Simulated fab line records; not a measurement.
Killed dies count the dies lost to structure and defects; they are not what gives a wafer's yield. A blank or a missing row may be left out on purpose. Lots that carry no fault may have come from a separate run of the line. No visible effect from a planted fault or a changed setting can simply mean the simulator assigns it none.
Lot-split experiment || flow n5-finfet || 7 lots, 39 wafers read, on a route of 1938 steps

## ON THE SPLIT
At N5_BEOL_M2_DESCUM_16 (chemistry O2, time 7 s), the setting time-s was moved away from the recipe's 7 s on 12 of the 39 wafers read, by -39.1% to +52.4%. For the rest of the wafers, this setting stayed at what the recipe calls for.

The split's own step is where the reading is taken.

## THE READING
CAR-EUV_of_BEOL_M2_COAT_05.thk-nm (the simulator's own value, which no gauge read), in nm, at N5_BEOL_M2_DESCUM_16 (chemistry O2, time 7 s). No usual value for it is given in the file. The 27 wafers here that ran the recipe average 26.1 nm, standard deviation 0.091 nm.

{"wafer": "L075.1", "tool, chamber at the split": "rie-diel-06, 3,3,0", "time-s as run, s": 4.261, "against the recipe": "-39.1%", "CAR-EUV_of_BEOL_M2_COAT_05.thk-nm, nm": 27.4, "against lot-mates on the recipe": "+1.4"}
{"wafer": "L075.5", "tool, chamber at the split": "rie-diel-06, 3,3,0", "time-s as run, s": 4.261, "against the recipe": "-39.1%", "CAR-EUV_of_BEOL_M2_COAT_05.thk-nm, nm": 27.4, "against lot-mates on the recipe": "+1.4"}
{"wafer": "L075.6", "tool, chamber at the split": "rie-diel-06, 3,3,0", "time-s as run, s": 4.261, "against the recipe": "-39.1%", "CAR-EUV_of_BEOL_M2_COAT_05.thk-nm, nm": 27.4, "against lot-mates on the recipe": "+1.4"}
{"wafer": "L075.2", "tool, chamber at the split": "rie-diel-06, 0,2,1", "time-s as run, s": 7, "against the recipe": "recipe", "CAR-EUV_of_BEOL_M2_COAT_05.thk-nm, nm": 26, "against lot-mates on the recipe": "-"}
{"wafer": "L075.3", "tool, chamber at the split": "rie-diel-06, 0,2,1", "time-s as run, s": 7, "against the recipe": "recipe", "CAR-EUV_of_BEOL_M2_COAT_05.thk-nm, nm": 26, "against lot-mates on the recipe": "-"}
{"wafer": "L075.4", "tool, chamber at the split": "rie-diel-06, 0,2,1", "time-s as run, s": 7, "against the recipe": "recipe", "CAR-EUV_of_BEOL_M2_COAT_05.thk-nm, nm": 26, "against lot-mates on the recipe": "-"}
{"wafer": "L078.1", "tool, chamber at the split": "rie-diel-06, 2,3,0", "time-s as run, s": 10.67, "against the recipe": "+52.4%", "CAR-EUV_of_BEOL_M2_COAT_05.thk-nm, nm": 24.2, "against lot-mates on the recipe": -1.9}
{"wafer": "L078.5", "tool, chamber at the split": "rie-diel-06, 2,3,0", "time-s as run, s": 10.67, "against the recipe": "+52.4%", "CAR-EUV_of_BEOL_M2_COAT_05.thk-nm, nm": 24.2, "against lot-mates on the recipe": -1.9}
{"wafer": "L078.6", "tool, chamber at the split": "rie-diel-06, 2,3,0", "time-s as run, s": 10.67, "against the recipe": "+52.4%", "CAR-EUV_of_BEOL_M2_COAT_05.thk-nm, nm": 24.2, "against lot-mates on the recipe": -1.9}
{"wafer": "L078.2", "tool, chamber at the split": "rie-diel-06, 0", "time-s as run, s": 7, "against the recipe": "recipe", "CAR-EUV_of_BEOL_M2_COAT_05.thk-nm, nm": 26.2, "against lot-mates on the recipe": "-"}
{"wafer": "L078.3", "tool, chamber at the split": "rie-diel-06, 1,3", "time-s as run, s": 7, "against the recipe": "recipe", "CAR-EUV_of_BEOL_M2_COAT_05.thk-nm, nm": 26, "against lot-mates on the recipe": "-"}
{"wafer": "L078.4", "tool, chamber at the split": "rie-diel-06, 1,3", "time-s as run, s": 7, "against the recipe": "recipe", "CAR-EUV_of_BEOL_M2_COAT_05.thk-nm, nm": 26, "against lot-mates on the recipe": "-"}
{"wafer": "L082.1", "tool, chamber at the split": "rie-diel-03, 1,2,0,2", "time-s as run, s": 7, "against the recipe": "recipe", "CAR-EUV_of_BEOL_M2_COAT_05.thk-nm, nm": 26.2, "against lot-mates on the recipe": "-"}
{"wafer": "L082.3", "tool, chamber at the split": "rie-diel-03, 1,2,0,2", "time-s as run, s": 7, "against the recipe": "recipe", "CAR-EUV_of_BEOL_M2_COAT_05.thk-nm, nm": 26.2, "against lot-mates on the recipe": "-"}
{"wafer": "L082.4", "tool, chamber at the split": "rie-diel-03, 1,2,0,2", "time-s as run, s": 7, "against the recipe": "recipe", "CAR-EUV_of_BEOL_M2_COAT_05.thk-nm, nm": 26.2, "against lot-mates on the recipe": "-"}
{"wafer": "L082.6", "tool, chamber at the split": "rie-diel-03, 1,2,0,2", "time-s as run, s": 7, "against the recipe": "recipe", "CAR-EUV_of_BEOL_M2_COAT_05.thk-nm, nm": 26.2, "against lot-mates on the recipe": "-"}
{"wafer": "L082.2", "tool, chamber at the split": "rie-diel-03, 3,1", "time-s as run, s": 7, "against the recipe": "recipe", "CAR-EUV_of_BEOL_M2_COAT_05.thk-nm, nm": 26, "against lot-mates on the recipe": "-"}
{"wafer": "L082.5", "tool, chamber at the split": "rie-diel-03, 3,1", "time-s as run, s": 7, "against the recipe": "recipe", "CAR-EUV_of_BEOL_M2_COAT_05.thk-nm, nm": 26, "against lot-mates on the recipe": "-"}
{"wafer": "L085.1", "tool, chamber at the split": "rie-diel-03, 2,0,3", "time-s as run, s": 5.471, "against the recipe": "-21.8%", "CAR-EUV_of_BEOL_M2_COAT_05.thk-nm, nm": 27, "against lot-mates on the recipe": "+0.8"}
{"wafer": "L085.2", "tool, chamber at the split": "rie-diel-03, 2,0,3", "time-s as run, s": 5.471, "against the recipe": "-21.8%", "CAR-EUV_of_BEOL_M2_COAT_05.thk-nm, nm": 27, "against lot-mates on the recipe": "+0.8"}
{"wafer": "L085.3", "tool, chamber at the split": "rie-diel-03, 2,0,3", "time-s as run, s": 5.471, "against the recipe": "-21.8%", "CAR-EUV_of_BEOL_M2_COAT_05.thk-nm, nm": 27, "against lot-mates on the recipe": "+0.8"}
{"wafer": "L085.4", "tool, chamber at the split": "rie-diel-03, 1,0,3", "time-s as run, s": 7, "against the recipe": "recipe", "CAR-EUV_of_BEOL_M2_COAT_05.thk-nm, nm": 26.2, "against lot-mates on the recipe": "-"}
{"wafer": "L085.5", "tool, chamber at the split": "rie-diel-03, 1,0,3", "time-s as run, s": 7, "against the recipe": "recipe", "CAR-EUV_of_BEOL_M2_COAT_05.thk-nm, nm": 26.2, "against lot-mates on the recipe": "-"}
{"wafer": "L085.6", "tool, chamber at the split": "rie-diel-03, 1,0,3", "time-s as run, s": 7, "against the recipe": "recipe", "CAR-EUV_of_BEOL_M2_COAT_05.thk-nm, nm": 26.2, "against lot-mates on the recipe": "-"}
{"wafer": "L088.1", "tool, chamber at the split": "rie-diel-04, 2,1,3", "time-s as run, s": 7, "against the recipe": "recipe", "CAR-EUV_of_BEOL_M2_COAT_05.thk-nm, nm": 26, "against lot-mates on the recipe": "-"}
{"wafer": "L088.2", "tool, chamber at the split": "rie-diel-04, 2,1,3", "time-s as run, s": 7, "against the recipe": "recipe", "CAR-EUV_of_BEOL_M2_COAT_05.thk-nm, nm": 26, "against lot-mates on the recipe": "-"}
{"wafer": "L088.4", "tool, chamber at the split": "rie-diel-04, 2,1,3", "time-s as run, s": 7, "against the recipe": "recipe", "CAR-EUV_of_BEOL_M2_COAT_05.thk-nm, nm": 26, "against lot-mates on the recipe": "-"}
{"wafer": "L091.1", "tool, chamber at the split": "rie-diel-03, 2,2,3", "time-s as run, s": 7, "against the recipe": "recipe", "CAR-EUV_of_BEOL_M2_COAT_05.thk-nm, nm": 26, "against lot-mates on the recipe": "-"}
{"wafer": "L091.5", "tool, chamber at the split": "rie-diel-03, 2,2,3", "time-s as run, s": 7, "against the recipe": "recipe", "CAR-EUV_of_BEOL_M2_COAT_05.thk-nm, nm": 26, "against lot-mates on the recipe": "-"}
{"wafer": "L091.6", "tool, chamber at the split": "rie-diel-03, 2,2,3", "time-s as run, s": 7, "against the recipe": "recipe", "CAR-EUV_of_BEOL_M2_COAT_05.thk-nm, nm": 26, "against lot-mates on the recipe": "-"}
{"wafer": "L091.2", "tool, chamber at the split": "rie-diel-03, 0,3", "time-s as run, s": 8.199, "against the recipe": "+17.1%", "CAR-EUV_of_BEOL_M2_COAT_05.thk-nm, nm": 25.4, "against lot-mates on the recipe": -0.6}
{"wafer": "L091.4", "tool, chamber at the split": "rie-diel-03, 0,3", "time-s as run, s": 8.199, "against the recipe": "+17.1%", "CAR-EUV_of_BEOL_M2_COAT_05.thk-nm, nm": 25.4, "against lot-mates on the recipe": -0.6}
{"wafer": "L091.3", "tool, chamber at the split": "rie-diel-03, 1", "time-s as run, s": 8.199, "against the recipe": "+17.1%", "CAR-EUV_of_BEOL_M2_COAT_05.thk-nm, nm": 25.6, "against lot-mates on the recipe": -0.4}
{"wafer": "L097.1", "tool, chamber at the split": "rie-diel-04, 2,0,3,1,3,2", "time-s as run, s": 7, "against the recipe": "recipe", "CAR-EUV_of_BEOL_M2_COAT_05.thk-nm, nm": 26, "against lot-mates on the recipe": "-"}
{"wafer": "L097.2", "tool, chamber at the split": "rie-diel-04, 2,0,3,1,3,2", "time-s as run, s": 7, "against the recipe": "recipe", "CAR-EUV_of_BEOL_M2_COAT_05.thk-nm, nm": 26, "against lot-mates on the recipe": "-"}
{"wafer": "L097.3", "tool, chamber at the split": "rie-diel-04, 2,0,3,1,3,2", "time-s as run, s": 7, "against the recipe": "recipe", "CAR-EUV_of_BEOL_M2_COAT_05.thk-nm, nm": 26, "against lot-mates on the recipe": "-"}
{"wafer": "L097.4", "tool, chamber at the split": "rie-diel-04, 2,0,3,1,3,2", "time-s as run, s": 7, "against the recipe": "recipe", "CAR-EUV_of_BEOL_M2_COAT_05.thk-nm, nm": 26, "against lot-mates on the recipe": "-"}
{"wafer": "L097.5", "tool, chamber at the split": "rie-diel-04, 2,0,3,1,3,2", "time-s as run, s": 7, "against the recipe": "recipe", "CAR-EUV_of_BEOL_M2_COAT_05.thk-nm, nm": 26, "against lot-mates on the recipe": "-"}
{"wafer": "L097.6", "tool, chamber at the split": "rie-diel-04, 2,0,3,1,3,2", "time-s as run, s": 7, "against the recipe": "recipe", "CAR-EUV_of_BEOL_M2_COAT_05.thk-nm, nm": 26, "against lot-mates on the recipe": "-"}
Where a row lists several chambers, the file gives one row for several wafers and doesn't say which wafer went through which chamber.

THE FIT
A straight line over all 39 wafers: CAR-EUV_of_BEOL_M2_COAT_05.thk-nm changes by -0.0358 nm for each +1% of time-s; r = -0.99; the points scatter about the line by 0.095 nm.
The same after taking each lot's own level away (the mean of its wafers on the recipe; 39 wafers): -0.0355 nm for each +1%; r = -1.00; scatter 0.058 nm.
According to that fit, moving time-s by its largest amount changes the reading by 1.9 nm.
Across the lots, their own levels run from 26.00 to 26.20 nm, a range of 2.2 times the standard deviation given above.
The two slopes agree, so the slope changes little with the lot-to-lot level.
Check: with one of the wafers moved furthest among these (+52.4%) left out of the fit, the line predicts -1.85 nm for it against its lot-mates. Against them it came out at -1.87 nm.

## OTHER SPLITS APPLIED TO THESE WAFERS
Note: prior to the reading, these wafers also went through further splits. Each is held against what the fit with the lots' levels taken away leaves over:
{"other split on the same wafers": "N5_ZERO_LAYER_DEVELOP_10 develop-time-s", "wafers away from the commonest value": 15, "r with CAR-EUV_of_BEOL_M2_COAT_05.thk-nm (lot level and that fit taken away)": "+0.05"}
{"other split on the same wafers": "N5_SD_EPI_P_EPI_21 epi-growth-time-s", "wafers away from the commonest value": 6, "r with CAR-EUV_of_BEOL_M2_COAT_05.thk-nm (lot level and that fit taken away)": "+0.03"}
{"other split on the same wafers": "N5_BEOL_M0_CUTY_DESCUM_61 time-s", "wafers away from the commonest value": 15, "r with CAR-EUV_of_BEOL_M2_COAT_05.thk-nm (lot level and that fit taken away)": -0.04}

## THE FILE'S OWN FIT
CAR-EUV_of_BEOL_M2_COAT_05.thk-nm changes by -0.0355 nm for each +1% of time-s, r = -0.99.
